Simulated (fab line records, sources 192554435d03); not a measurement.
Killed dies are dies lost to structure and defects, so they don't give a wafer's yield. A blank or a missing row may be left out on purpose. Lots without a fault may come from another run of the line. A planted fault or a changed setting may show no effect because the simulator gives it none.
Chamber matching | flow n5_finfet | N5_FIN_SAQP_SPACER1_ALD_24 on ald_sin-04: 4 sister chambers
The step deposits SiO2, target thk 20.3 nm, pulse time 1 s, purge time 2 s. 8 wafers are shown with their chamber, then 10 later ones without.

WAFERS WITH THEIR CHAMBER
wafer  | chamber | heater_power_w (W) | heater_power_outer_w (W)
L081.4 | 1       | 474                | 286
L082.1 | 1       | 479                | 278
L085.4 | 2       | 599                | 319
L087.1 | 3       | 439                | 241
L087.2 | 2       | 582                | 318
L087.3 | 0       | 417                | 218
L088.1 | 0       | 410                | 206
L088.4 | 3       | 458                | 252

WAFERS WITHOUT THEIR CHAMBER
wafer  | heater_power_w (W) | heater_power_outer_w (W)
L088.6 | 581                | 311
L089.1 | 478                | 279
L089.2 | 402                | 217
L089.3 | 459                | 242
L091.2 | 441                | 242
L091.4 | 480                | 279
L091.6 | 419                | 212
L095.2 | 454                | 246
L095.3 | 482                | 284
L095.4 | 604                | 322

WHICH CHAMBER EACH WENT THROUGH
wafer  | from the rows above | in truth
L088.6 | 2                   | 2
L089.1 | 1                   | 1
L089.2 | 0                   | 0
L089.3 | 3                   | 3
L091.2 | 3                   | 3
L091.4 | 1                   | 1
L091.6 | 0                   | 0
L095.2 | 3                   | 3
L095.3 | 1                   | 1
L095.4 | 2                   | 2
Placed correctly: 10 of 10. Can't be placed from these rows: 0. Placed wrongly: 0.
How it was worked out, from the rows above alone: a wafer's distance from a chamber is the root of the sum, over the readings, of the square of ((its reading less the chamber's mean) divided by the reading's scatter). The wafer belongs to the nearest chamber; if the next one is less than 2 further off, it can't be placed. A chamber's mean is the mean of its shown wafers. The scatter: the root of (the sum of the squares of (reading less its chamber's mean) over the shown wafers, divided by (wafers less chambers)).
